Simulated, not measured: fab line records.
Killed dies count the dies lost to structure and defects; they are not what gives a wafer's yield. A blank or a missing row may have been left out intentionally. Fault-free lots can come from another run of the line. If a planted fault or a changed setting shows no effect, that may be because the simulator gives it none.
2 desks, one fault -- flow n5-finfet -- every desk sees just its own numbers, and what lay behind them comes last

## TOOL OWNER'S DESK, pvd-sputter-02
At N5_MIM_TOP_SPUTTER_03 (material TiN, target thk 35 nm, time 89.7 s) the tool's own readings: per lot run on this tool, the mean of the sampled wafers that have a number. Marked OUT: a lot whose mean sits more than 4 standard deviations from the usual mean, which makes it out of limits; the brackets give that distance.
Columns: A = susceptor-temp-C at N5_MIM_TOP_SPUTTER_03, usual 199.97 C; B = throttle-valve-pct at N5_MIM_TOP_SPUTTER_03, usual 30.1 %
lot,first seen here,A,B
L602,day 11 21:23,200.02,29.2
L607,day 13 02:04,199.89,29.4
L606,day 13 06:08,200.01,29.3
L611,day 14 17:27,199.94,29.8
L614,day 15 04:04,200.08,29.6
L615,day 15 04:54,199.77,30.1
This desk's verdict: no lot among the 6 shows anything out of limits.

## METROLOGY DESK
Means of the sampled wafers that have a number, per lot and without regard to the tool the lot ran on: this is what the gauges read. Marked OUT: a lot whose mean sits more than 4 standard deviations from the usual mean, which makes it out of limits; the brackets give that distance. It has 11 readings; the 7 that lie furthest out on some lot are the ones shown.
Columns: A = DIBL_N at N5_BEOL_M4_RC_MEAS_101, usual 36.3 mV/V; B = DIBL_P at N5_BEOL_M4_RC_MEAS_101, usual 36.2 mV/V; C = IOFF_P at N5_BEOL_M4_RC_MEAS_101, usual 0.21 nA/um; D = ION_P at N5_BEOL_M4_RC_MEAS_101, usual 465 uA/um; E = SS_N at N5_BEOL_M4_RC_MEAS_101, usual 71.5 mV/dec; F = VT_N at N5_BEOL_M4_RC_MEAS_101, usual 250 mV; G = VT_P at N5_BEOL_M4_RC_MEAS_101, usual -250 mV
lot,first seen here,A,B,C,D,E,F,G
L602,day 8 00:02,36.0,35.6,0.21,466,70.7,249,-249
L604,day 9 01:31,38.1,36.7,0.25,468,71.8,248,-245
L606,day 9 10:43,38.9,38.1,0.25,473,71.9,250,-247
L607,day 9 12:29,37.0,36.0,0.20,462,71.8,249,-251
L608,day 9 17:41,36.4,38.6,0.24,468,71.4,246,-250
L611,day 10 22:53,36.0,38.7,0.21,464,72.2,250,-254
L614,day 11 02:11,36.6,37.2,0.20,464,71.9,250,-253
L615,day 11 05:39,36.8,36.9,0.21,464,72.0,250,-252
L620,day 12 16:40,37.2,36.0,0.24,468,71.5,248,-248
L622,day 13 12:34,34.4,34.6,0.19,462,71.0,252,-250
L623,day 13 18:03,36.1,34.9,0.21,464,71.2,246,-249
This desk's verdict: no lot among the 11 shows anything out of limits.

## PUT TOGETHER
Nothing out of limits was seen by the tool owner's desk.
At the metrology desk, nothing out of limits was observed.

## WHAT THE SIMULATOR HAD PUT IN
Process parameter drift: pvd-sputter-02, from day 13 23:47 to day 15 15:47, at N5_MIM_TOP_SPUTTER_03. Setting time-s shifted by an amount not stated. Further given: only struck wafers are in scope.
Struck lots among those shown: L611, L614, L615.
